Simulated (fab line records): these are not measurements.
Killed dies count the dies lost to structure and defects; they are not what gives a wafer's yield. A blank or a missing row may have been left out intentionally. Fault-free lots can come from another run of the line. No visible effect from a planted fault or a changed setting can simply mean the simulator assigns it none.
Chamber matching | flow nand-harc | rie-diel-05 running NHARC_A_CHANNEL_HOLE_D2_ETCH_38: 4 sister chambers
The step etches the open film in CF4, target depth 39 nm, time 65 s. 27 wafers are shown with their chamber, then 12 later ones without.

## WAFERS WITH THEIR CHAMBER
wafer  | chamber | showerhead-plenum-p-Torr (Torr) | drypump-motor-current-A (A) | rf-vpp-V (V)
L075.1 | 3       | 1.68                            | 5.3                         | 150.6
L075.2 | 1       | 1.84                            | 5.1                         | 151.9
L075.5 | 1       | 1.84                            | 5.1                         | 152.2
L076.2 | 0       | 1.80                            | 6.4                         | 152.6
L076.5 | 2       | 1.66                            | 5.7                         | 148.9
L076.6 | 3       | 1.68                            | 5.3                         | 150.3
L079.1 | 3       | 1.68                            | 5.3                         | 149.7
L079.2 | 2       | 1.65                            | 5.7                         | 150.0
L079.6 | 0       | 1.80                            | 6.3                         | 150.7
L082.3 | 3       | 1.68                            | 5.3                         | 150.5
L082.5 | 0       | 1.80                            | 6.4                         | 152.1
L082.6 | 1       | 1.84                            | 5.1                         | 153.6
L083.1 | 1       | 1.84                            | 5.1                         | 152.2
L083.2 | 0       | 1.80                            | 6.3                         | 152.1
L083.4 | 2       | 1.65                            | 5.7                         | 151.1
L085.1 | 0       | 1.80                            | 6.4                         | 151.2
L085.2 | 2       | 1.65                            | 5.7                         | 150.5
L085.3 | 1       | 1.84                            | 5.1                         | 152.0
L086.1 | 2       | 1.65                            | 5.7                         | 149.9
L086.2 | 1       | 1.84                            | 5.1                         | 152.3
L086.6 | 3       | 1.68                            | 5.3                         | 149.7
L088.3 | 0       | 1.80                            | 6.4                         | 151.8
L088.4 | 2       | 1.65                            | 5.7                         | 150.0
L088.6 | 2       | 1.65                            | 5.8                         | 149.5
L087.1 | 0       | 1.80                            | 6.3                         | 151.3
L087.2 | 2       | 1.65                            | 5.7                         | 148.6
L087.6 | 1       | 1.84                            | 5.1                         | 152.7

SIGNATURES (averages over the wafers above)
reading                  | chamber 0 | chamber 1 | chamber 2 | chamber 3 | scatter within a chamber
showerhead-plenum-p-Torr | 1.8000    | 1.8400    | 1.6512    | 1.6800    | 0.00195
drypump-motor-current-A  | 6.357     | 5.100     | 5.713     | 5.300     | 0.0336
rf-vpp-V                 | 151.686   | 152.414   | 149.812   | 150.160   | 0.657
Rule: for each reading, subtract the chamber's mean from the wafer's reading, divide by that reading's scatter and square the result; add these up over the readings and take the root, which gives the wafer's distance from the chamber. If the next closest chamber is less than 2 further off than the closest, the wafer can't be placed; otherwise it belongs to the closest. The scatter: take each reading less its chamber's mean, square it, sum over the shown wafers, divide by the number of wafers less the number of chambers, and take the root.

## WAFERS MISSING THEIR CHAMBER
wafer  | showerhead-plenum-p-Torr (Torr) | drypump-motor-current-A (A) | rf-vpp-V (V)
L090.2 | 1.68                            | 5.3                         | 148.9
L090.5 | 1.65                            | 5.7                         | 148.9
L090.6 | 1.68                            | 5.3                         | 149.8
L094.2 | 1.80                            | 6.3                         | 152.7
L094.4 | 1.83                            | 5.1                         | 151.3
L094.5 | 1.83                            | 5.1                         | 152.1
L095.1 | 1.80                            | 6.4                         | 150.8
L095.2 | 1.65                            | 5.8                         | 150.0
L095.5 | 1.80                            | 6.4                         | 151.9
L097.1 | 1.65                            | 5.8                         | 148.4
L097.2 | 1.67                            | 5.3                         | 149.8
L097.3 | 1.80                            | 6.3                         | 151.3

## WHICH CHAMBER EACH ONE RAN IN
wafer  | from the rows above | in truth
L090.2 | 3                   | 3
L090.5 | 2                   | 2
L090.6 | 3                   | 3
L094.2 | 0                   | 0
L094.4 | 1                   | 1
L094.5 | 1                   | 1
L095.1 | 0                   | 0
L095.2 | 2                   | 2
L095.5 | 0                   | 0
L097.1 | 2                   | 2
L097.2 | 3                   | 3
L097.3 | 0                   | 0
Placed correctly: 12 of 12. From these rows, 0 cannot be placed. Placed wrongly: 0.
